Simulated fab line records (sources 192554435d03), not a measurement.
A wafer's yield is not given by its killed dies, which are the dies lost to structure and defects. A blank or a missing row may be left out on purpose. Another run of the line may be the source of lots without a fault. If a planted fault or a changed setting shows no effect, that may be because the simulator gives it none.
fab line records	flow n5Finfet
[record] lots = 6	wafers = 18	lastDay = 20
route steps=1938 shown FIN_SAQP@143 FIN_CUT@154 BEOL_M4@1111 PASSIVATION@1936
lots with no fault: from the same line, run without faults
startH: hours from the record's first day to the start of the lot's first wafer shown	waitH: hours from the lot's prior step to this one	" same as the row above	L1.1+2: one row covering several wafers at once	- no value, or no start given	* or withheld: withheld	< > ~ a bound
route shown NAME@n: NAME is a module with steps in the file, n the number in the route of the first one	usual: mean/standard deviation taken from wafers without a fault	same: alike in all rows	chamber/n: place in a boat	sites: per-site readings	_std_site: how widely they spread, as a standard deviation	_edge_site: outer sites' mean less inner sites'	radiusMm: how far each site lies from the wafer's centre	mask NAME#n: copy n	behind: the tool/chamber that last shaped the wafer	hold: why the lot went on hold/how many hours it stayed there/how the hold came to an end	device: transistor that didn't switch, given as n, p or np	end of line: the same wafers' tests at the end of the route	a step with no rows: only its recipe	killed: at the first sort, the dies lost to defects and structure; wafer yield is something else	map: shows each die of a wafer: x if killed, . if not, _ if none is there
set.NAME: the setting the step ran with; set.NAME@STEP: the setting that earlier step ran with	model.NAME: the simulator's own value behind a step, which no gauge read
a table for each step, a row for each wafer; lots at some steps of the route
services: the hour from which a tool's chamber was out of use, counted from the record's first day as startH (under 0 if before that day), plus the number of hours and why
[[steps]]
[step N5_FIN_SAQP_ETCH_34]
[recipe] chemistry = C4F6/O2	target = SiO2	targetDepthA = 450	timeS = 15	ionEnergyEv = 250	pressureMtorr = 30	sourceW = 345	biasW = 185	Ar_flow_sccm = 300	C4F6_flow_sccm = 10	O2_flow_sccm = 10	ends = cleared
[usual] drypumpMotorCurrentA = 5.9/0.49	etchRfOnTimeS = 15.01/0.17	oesProductAu = 0.67/0.07	rfVppV = 667/7.1	showerheadPlenumPTorr = 2.88/0.071	throttleValvePct = 21.16/0.15
lot.wafer	tool	chamber	startH	waitH	drypumpMotorCurrentA	etchRfOnTimeS	oesProductAu	rfHoursCounterH	rfVppV	showerheadPlenumPTorr	throttleValvePct
L362.1	rieDiel-05	1	68.67	0.0	6.6	14.93	0.69	107	661	2.87	20.88
L362.3	"	0	"	"	5.7	15.13	0.74	37	673	3.02	21.14
L362.4	"	2	"	"	6.0	15.04	0.64	167	666	2.95	21.31
L366.1	rieDiel-05	2	91.69	0.0	6.0	15.11	0.63	175	665	2.94	21.32
L366.5	"	1	"	"	6.6	14.99	0.69	-	660	2.86	20.89
L366.6	"	0	"	"	5.7	15.15	0.72	-	671	3.01	21.13
L367.1	rieDiel-05	1	98.33	0.0	6.6	14.88	0.68	118	661	2.86	20.89
L367.5	"	3	"	"	6.0	14.98	0.72	-	662	2.77	21.24
L367.6	"	0	"	"	5.7	15.16	0.73	-	672	3.01	21.16
L370.1	rieDiel-04	2	116.80	0.0	5.5	15.25	0.62	158	663	2.85	21.39
L370.4	"	0	"	"	6.2	15.15	0.59	-	674	2.92	21.17
L370.6	"	2	"	"	5.5	15.31	0.62	-	664	2.86	21.39
L377.1	rieDiel-01	0	158.99	0.0	6.5	14.92	0.74	46	670	2.79	21.03
L377.4	"	3	"	"	5.2	14.85	0.66	120	655	2.86	21.36
L377.5	"	1	"	"	5.7	14.86	0.66	-	662	2.84	21.25
L378.3	rieDiel-05	2	164.05	0.0	6.0	15.05	0.63	189	667	2.94	21.32
L378.4	"	3	"	"	6.0	15.13	0.70	84	662	2.77	21.28
L378.6	"	0	"	"	5.7	15.11	0.72	-	672	3.00	21.18
[step N5_FIN_SAQP_STRIP_77]
[recipe] chemistry = N2/H2	timeS = 90	powerW = 100	tempC = 40	pressureMtorr = 100	rfFrequencyHz = 6e+07	biasPowerW = 3	n2FlowSccm = 300	h2FlowSccm = 300
[usual] drypumpMotorCurrentA = 5.9/0.49	oesProductAu = 0.79/0.083	rfVppV = 45.4/0.89	showerheadPlenumPTorr = 3.42/0.088	throttleValvePct = 12.27/0.17
lot.wafer	tool	chamber	startH	waitH	drypumpMotorCurrentA	oesProductAu	rfHoursCounterH	rfVppV	showerheadPlenumPTorr	throttleValvePct
L362.1	rieDiel-05	1	68.69	0.0	6.6	0.81	107	45.1	3.41	12.10
L362.3	"	0	"	"	5.7	0.87	37	46.3	3.58	12.17
L362.4	"	2	"	"	6.1	0.75	167	46.2	3.50	12.45
L366.1	rieDiel-05	2	91.71	0.0	6.0	0.75	175	45.3	3.50	12.47
L366.5	"	1	"	"	6.6	0.80	-	45.9	3.40	12.12
L366.6	"	0	"	"	5.7	0.86	-	45.6	3.58	12.21
L367.1	rieDiel-05	1	98.35	0.0	6.6	0.81	118	46.7	3.40	12.11
L367.5	"	3	"	"	6.0	0.85	-	45.1	3.28	12.22
L367.6	"	0	"	"	5.7	0.87	-	46.0	3.58	12.20
L370.1	rieDiel-04	2	116.82	0.0	5.6	0.73	158	45.9	3.37	12.49
L370.4	"	0	"	"	6.2	0.68	-	45.0	3.47	12.41
L370.6	"	2	"	"	5.6	0.73	-	45.2	3.37	12.49
L377.1	rieDiel-01	0	159.02	0.0	6.5	0.88	46	45.8	3.31	12.04
L377.4	"	3	"	"	5.2	0.78	120	44.7	3.40	12.41
L377.5	"	1	"	"	5.7	0.77	-	44.7	3.37	12.44
L378.3	rieDiel-05	2	164.07	0.0	6.0	0.75	189	45.7	3.49	12.51
L378.4	"	3	"	"	6.0	0.83	84	44.8	3.27	12.27
L378.6	"	0	"	"	5.7	0.84	-	45.2	3.57	12.26
[step N5_FIN_SAQP_HM_CD_35]
[recipe] targetCdNm = 8	polarity = line
[usual] cdNm = 8.09/0.23
lot.wafer	tool	chamber	startH	waitH	cdNm
L362.1	cdSem-03	-	68.82	0.1	8.15
L362.3	"	-	"	"	8.51
L362.4	"	-	"	"	8.15
L366.1	cdSem-03	-	91.84	0.1	7.95
L366.5	"	-	"	"	8.19
L366.6	"	-	"	"	8.06
L367.1	cdSem-01	-	98.48	0.1	8.16
L367.5	"	-	"	"	8.31
L367.6	"	-	"	"	7.98
L370.1	cdSem-02	-	116.94	0.1	8.42
L370.4	"	-	"	"	7.79
L370.6	"	-	"	"	8.30
L377.1	cdSem-02	-	159.14	0.1	8.35
L377.4	"	-	"	"	7.99
L377.5	"	-	"	"	8.04
L378.3	cdSem-02	-	164.20	0.1	8.18
L378.4	"	-	"	"	8.17
L378.6	"	-	"	"	8.07
[step N5_FIN_SAQP_ETCH_64]
[recipe] chemistry = CF4	target = SiO2	targetDepthA = 15	ionEnergyEv = 350	pressureMtorr = 10	icpW = 800	biasW = 400	cf4FlowSccm = 80
[usual] drypumpMotorCurrentA = 6.0/0.38	oesProductAu = 1.010/0.014	throttleValvePct = 21.65/0.15
lot.wafer	tool	chamber	startH	waitH	drypumpMotorCurrentA	oesProductAu	rfHoursCounterH	throttleValvePct
L362.1	rieSi-05	1	68.87	0.0	5.5	0.998	59	21.51
L362.3	"	3	"	"	5.6	1.016	105	21.54
L362.4	"	2	"	"	6.5	1.023	11	21.80
L366.1	rieSi-05	2	91.89	0.0	6.5	1.027	12	21.79
L366.5	"	0	"	"	6.6	1.030	-	21.69
L366.6	"	1	"	"	5.5	1.009	-	21.52
L367.1	rieSi-05	2	98.52	0.0	6.5	1.023	12	21.79
L367.5	"	3	"	"	5.6	1.021	-	21.54
L367.6	"	0	"	"	6.6	1.027	-	21.68
L370.1	rieSi-04	2	116.99	0.0	6.1	1.010	110	21.69
L370.4	"	3	"	"	5.9	0.999	24	21.70
L370.6	"	2	"	"	6.1	1.001	-	21.70
L377.1	rieSi-04	3	159.19	0.0	5.9	0.988	25	21.68
L377.4	"	2	"	"	6.1	1.018	110	21.70
L377.5	"	3	"	"	5.9	0.989	-	21.68
L378.3	rieSi-05	0	164.24	0.0	6.6	1.017	73	21.68
L378.4	"	2	"	"	6.5	1.025	13	21.79
L378.6	"	1	"	"	5.5	1.006	-	21.52
[step N5_FIN_SAQP_FIN_ETCH_36]
[recipe] chemistry = HBr/Cl2/O2	targetDepthA = 1200	maskMaterial = SiNx	timeS = 50.4	biasW = 102	pressureMtorr = 10	icpW = 800	HBr_flow_sccm = 150	Cl2_flow_sccm = 80	O2_flow_sccm = 12
[usual] drypumpMotorCurrentA = 6.0/0.38	oesProductAu = 1.010/0.013	throttleValvePct = 35.90/0.2
lot.wafer	tool	chamber	startH	waitH	drypumpMotorCurrentA	oesProductAu	rfHoursCounterH	throttleValvePct
L362.1	rieSi-05	1	68.89	0.0	5.5	1.006	59	35.65
L362.3	"	3	"	"	5.6	1.019	105	35.63
L362.4	"	2	"	"	6.5	1.028	11	36.16
L366.1	rieSi-05	2	91.91	0.0	6.5	1.021	12	36.18
L366.5	"	0	"	"	6.6	1.023	-	35.92
L366.6	"	1	"	"	5.5	0.994	-	35.66
L367.1	rieSi-05	2	98.54	0.0	6.5	1.030	12	36.15
L367.5	"	3	"	"	5.6	1.036	-	35.59
L367.6	"	0	"	"	6.6	1.028	-	35.92
L370.1	rieSi-04	2	117.01	0.0	6.1	1.016	110	36.00
L370.4	"	3	"	"	5.9	0.988	24	36.07
L370.6	"	2	"	"	6.1	1.010	-	36.01
L377.1	rieSi-04	3	159.21	0.0	5.9	0.991	25	36.09
L377.4	"	2	"	"	6.1	1.025	110	36.00
L377.5	"	3	"	"	5.9	0.992	-	36.09
L378.3	rieSi-05	0	164.26	0.0	6.6	1.018	73	35.92
L378.4	"	2	"	"	6.5	1.011	13	36.20
L378.6	"	1	"	"	5.5	1.007	-	35.66
[step N5_FIN_SAQP_CD_MEAS_37]
[recipe] targetCdNm = 8	polarity = line
[usual] cdNm = 8.13/0.23
lot.wafer	tool	chamber	startH	waitH	cdNm
L362.1	cdSem-03	-	69.00	0.1	8.52
L362.3	"	-	"	"	8.20
L362.4	"	-	"	"	8.39
L366.1	cdSem-02	-	92.02	0.1	8.32
L366.5	"	-	"	"	8.13
L366.6	"	-	"	"	8.08
L367.1	cdSem-02	-	98.66	0.1	8.14
L367.5	"	-	"	"	8.23
L367.6	"	-	"	"	8.16
L370.1	cdSem-03	-	117.13	0.1	7.99
L370.4	"	-	"	"	8.14
L370.6	"	-	"	"	8.30
L377.1	cdSem-02	-	159.33	0.1	8.20
L377.4	"	-	"	"	8.21
L377.5	"	-	"	"	8.56
L378.3	cdSem-03	-	164.39	0.1	8.13
L378.4	"	-	"	"	8.45
L378.6	"	-	"	"	7.99
[step N5_FIN_SAQP_PRECLEAN_38]
[recipe] chemistry = O3/DIW	timeS = 45	tempC = 22	o3Ppm = 10
[step N5_FIN_SAQP_PRECLEAN_45]
[recipe] chemistry = dHF	timeS = 10	dilution = 500:1	tempC = 25
[step N5_FIN_SAQP_SRD_39]
[recipe] dry = ipaMarangoni	timeS = 30	tempC = 23	rinseLiquid = diw
[step N5_FIN_SAQP_OCD_MEAS_76]
[usual] trenchDepthNm = 120.3/1.5
lot.wafer	tool	chamber	startH	waitH	trenchDepthNm
L362.1	ocd-01	-	69.11	0.0	116.5
L362.3	"	-	"	"	119.3
L362.4	"	-	"	"	121.5
L366.1	ocd-01	-	92.12	0.0	120.2
L366.5	"	-	"	"	121.5
L366.6	"	-	"	"	115.7
L367.1	ocd-01	-	98.76	0.0	122.3
L367.5	"	-	"	"	120.5
L367.6	"	-	"	"	121.4
L370.1	ocd-01	-	117.23	0.0	120.4
L370.4	"	-	"	"	119.0
L370.6	"	-	"	"	119.4
L377.1	ocd-01	-	159.43	0.0	119.4
L377.4	"	-	"	"	120.5
L377.5	"	-	"	"	118.7
L378.3	ocd-02	-	164.49	0.0	120.3
L378.4	"	-	"	"	118.8
L378.6	"	-	"	"	117.7
[step N5_FIN_SAQP_INSPECT_40]
[recipe] inspectInstrument = brightfield	mode = aei
[usual] rawDefectCount = 235/83
lot.wafer	tool	chamber	startH	waitH	rawDefectCount
L362.1	defectInspect-01	-	69.14	0.0	191
L362.3	"	-	"	"	234
L362.4	"	-	"	"	245
L366.1	defectInspect-02	-	92.15	0.0	88
L366.5	"	-	"	"	139
L366.6	"	-	"	"	285
L367.1	defectInspect-01	-	98.79	0.0	228
L367.5	"	-	"	"	374
L367.6	"	-	"	"	172
L370.1	defectInspect-01	-	117.26	0.0	580
L370.4	"	-	"	"	453
L370.6	"	-	"	"	370
L377.1	defectInspect-02	-	159.46	0.0	242
L377.4	"	-	"	"	286
L377.5	"	-	"	"	202
L378.3	defectInspect-02	-	164.52	0.0	208
L378.4	"	-	"	"	200
L378.6	"	-	"	"	313
[step N5_FIN_CUT_COAT_18]
[recipe] resist = SOC	tempC = 250	timeS = 60	spinRpm = 1500	resistThkNm = 230
[step N5_FIN_CUT_COAT_19]
[recipe] resist = SiARC	tempC = 220	timeS = 60	spinRpm = 1500	resistThkNm = 20
[usual] exhaustPa = 44.9/0.81	resistLineTempC = 22.96/0.1	runLengthS = 66.23/0.27
lot.wafer	tool	chamber	startH	waitH	exhaustPa	resistLineTempC	runLengthS
L362.1	lithoTrack-02	0	69.17	-	45.8	23.00	66.32
L362.3	"	0	"	"	44.1	23.00	66.37
L362.4	"	0	"	"	45.7	22.95	66.34
L366.1	lithoTrack-02	0	92.19	-	45.4	22.97	66.46
L366.5	"	0	"	"	45.6	22.95	66.68
L366.6	"	0	"	"	45.0	23.05	66.44
L367.1	lithoTrack-01	0	98.83	-	45.4	23.03	65.75
L367.5	"	0	"	"	46.6	22.80	65.72
L367.6	"	0	"	"	46.0	22.90	65.89
L370.1	lithoTrack-01	0	117.30	-	43.2	22.84	66.12
L370.4	"	0	"	"	44.5	22.96	65.78
L370.6	"	0	"	"	44.0	22.88	65.70
L377.1	lithoTrack-02	0	159.49	-	43.2	22.99	69.43
L377.4	"	0	"	"	44.2	22.86	69.58
L377.5	"	0	"	"	43.5	22.69	69.43
L378.3	lithoTrack-02	0	164.55	-	45.6	22.95	69.55
L378.4	"	0	"	"	45.7	23.01	69.59
L378.6	"	0	"	"	45.5	22.97	69.42
[step N5_FIN_CUT_COAT_29]
[recipe] resist = underlayer	tempC = 205	timeS = 60	spinRpm = 1500	resistThkNm = 10
[step N5_BEOL_M4_RC_MEAS_101]
[usual] DIBL_N = 36.6/1.3	DIBL_P = 36.4/1.4	IOFF_N = 0.167/0.023	IOFF_P = 0.219/0.029	ION_N = 678/8.7	ION_P = 464/6.4	SS_N = 71.5/0.53	SS_P = 73.4/0.57	VT_N = 248.5/2.8	VT_P = -249/3.1
lot.wafer	tool	chamber	startH	waitH	DIBL_N[mV/V]	DIBL_P[mV/V]	IOFF_N[nA/um]	IOFF_P[nA/um]	ION_N[uA/um]	ION_P[uA/um]	SS_N[mV/dec]	SS_P[mV/dec]	VT_N[mV]	VT_P[mV]
L362.1	prober-01	0	233.01	0.0	36.1	36.4	0.144	0.185	669	459	71.2	73.2	250.8	-252
L362.3	"	0	"	"	37.5	37.8	0.161	0.192	678	457	71.9	74.0	248.4	-252
L362.4	"	0	"	"	37.0	37.1	0.152	0.184	675	453	71.7	73.7	247.8	-255
L366.1	prober-01	0	254.70	0.0	33.7	34.7	0.145	0.229	679	470	71.3	72.7	250.3	-244
L366.5	"	0	"	"	35.5	36.4	0.177	0.247	688	469	71.3	73.7	247.6	-245
L366.6	"	0	"	"	33.3	34.6	0.134	0.224	666	465	70.5	73.0	252.9	-245
L367.1	prober-02	0	290.03	0.0	36.1	35.5	0.155	0.207	679	468	71.2	72.8	248.7	-248
L367.5	"	0	"	"	35.5	34.5	0.146	0.200	679	470	71.1	72.5	252.4	-252
L367.6	"	0	"	"	34.8	33.7	0.133	0.187	669	464	70.7	72.7	250.2	-251
L370.1	prober-02	0	296.68	0.0	37.5	37.2	0.187	0.261	679	465	72.4	73.6	246.6	-245
L370.4	"	0	"	"	36.0	35.6	0.158	0.239	674	468	71.2	73.8	250.5	-246
L370.6	"	0	"	"	38.3	37.8	0.201	0.270	672	463	71.8	74.3	247.1	-246
L378.3	prober-02	0	351.72	0.3	36.3	37.9	0.161	0.207	675	468	71.6	72.9	251.6	-251
L378.4	"	0	"	"	34.9	35.4	0.138	0.168	667	456	71.0	71.8	251.8	-255
L378.6	"	0	"	"	35.5	36.8	0.152	0.197	676	461	70.6	72.7	248.2	-250
L377.1	prober-01	0	358.31	0.0	37.9	37.2	0.210	0.253	697	470	72.1	74.1	243.8	-247
L377.4	"	0	"	"	37.9	37.4	0.201	0.252	692	464	71.6	73.8	245.1	-249
L377.5	"	0	"	"	38.7	38.6	0.219	0.272	696	470	71.8	74.6	242.8	-247
[step N5_PASSIVATION_PROBE_49]
[usual] defectLimitedYield = 91.6/1.6	killed_at_M0_to_M3 = 32/9.7	killed_at_M4_up = 13/4.4	killedAtContacts = 12/6.5	killedAtFrontEnd = 38/12	killedAtOther = 3.7/3	killedDies = 99/18	killedOpen = 66/14	killedShort = 32/7.5	sort_bin_5_function = 4.9/1	sort_bin_6_memory = 3.2/0.73	sortNPass = 1081/18	sortYieldPct = 91.6/1.6
[same] grossDies = 1180	killedAtBackSide = 0	sort_bin_4_leakage[%] = 0	sort_bin_8_speed[%] = 0
lot.wafer	tool	chamber	startH	waitH	defectLimitedYield[%]	killed_at_M0_to_M3	killed_at_M4_up	killedAtContacts	killedAtFrontEnd	killedAtOther	killedDies	killedOpen	killedShort	sort_bin_5_function[%]	sort_bin_6_memory[%]	sortNPass	sortYieldPct[%]
L367.1	prober-01	-	389.91	0.0	90.8	48	16	7	36	1	108	75	33	5.3	3.7	1072	90.8
L367.5	prober-01	-	390.11	0.2	92.3	28	18	12	30	3	91	65	26	4.7	2.8	1089	92.3
L367.6	prober-01	-	390.16	0.3	90.5	32	17	10	49	4	112	77	35	6.4	3.1	1068	90.5
L370.1	prober-01	-	403.19	0.0	89.5	37	6	26	54	1	124	78	42	5.4	4.7	1056	89.5
// killed by level:class
L367.1 BEOL_M1:geometricParticle:open=12 FIN_SAQP:geometricParticle:short=10 FIN_SAQP:geometricParticle:open=9 BEOL_M2:geometricParticle:open=9 BEOL_M3:geometricParticle:open=9 BEOL_M4:geometricParticle:open=8 MOL_CONTACT_COAG:geometricParticle:open=6 BEOL_M0_SAQP:geometricParticle:open=6
L367.5 BEOL_M3:geometricParticle:open=11 MOL_CONTACT_COAG:geometricParticle:open=10 STI_FIN_REVEAL:geometricParticle:open=9 BEOL_M4:geometricParticle:open=9 FIN_SAQP:geometricParticle:open=8 BEOL_M2:geometricParticle:open=8 FIN_SAQP:geometricParticle:short=4 BEOL_M2:geometricParticle:short=3
L367.6 FIN_SAQP:geometricParticle:open=15 FIN_SAQP:geometricParticle:short=8 MOL_CONTACT_COAG:geometricParticle:open=8 BEOL_M1:geometricParticle:open=8 STI_FIN_REVEAL:geometricParticle:open=7 BEOL_M2:geometricParticle:open=7 BEOL_M0_SAQP:geometricParticle:short=6 BEOL_M4:geometricParticle:open=5
L370.1 MOL_CONTACT_COAG:geometricParticle:open=23 FIN_SAQP:geometricParticle:open=20 BEOL_M1:geometricParticle:open=11 FIN_SAQP:geometricParticle:short=10 BEOL_M0_SAQP:geometricParticle:short=7 GATE_CUT:geometricParticle:short=6 ILD0:geometricParticle:short=5 BEOL_M0_SAQP:geometricParticle:open=4
[[services]]
tool	chamber	startH	hours	kind
rieDiel-04	1	61.26	8.9	repair
rieDiel-04	3	101.78	-	clean
rieDiel-04	3	101.78	-	consumableReplace:focusRing
rieDiel-04	3	101.78	28.4	scheduledDown
rieDiel-04	3	101.78	28.4	ventCycle
rieDiel-04	-	119.54	2.3	repair
rieDiel-05	-	132.88	14.6	pm
rieDiel-04	0	160.67	-	clean
rieDiel-04	0	160.67	-	consumableReplace:focusRing
rieDiel-04	0	160.67	25.2	scheduledDown
rieDiel-04	0	160.67	25.2	ventCycle
[[key]]
[firstSign] step = N5_FIN_CUT_COAT_19	reading = runLengthS	direction = up	sigmas = 12	usual = *	struck = *
effect none on later readings
metAt N5_FIN_CUT_COAT_19
struckWafers L377.1,L377.4,L377.5,L378.3,L378.4,L378.6
onsetBetween 92.19 159.49
[fault] kind = processParameterDrift	tool = lithoTrack-02	chamber = -	onsetH = 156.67	steps = N5_FIN_CUT_COAT_19	channel = timeS	offset = *	shape = step	endH = 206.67	actsIn = *	stated = *
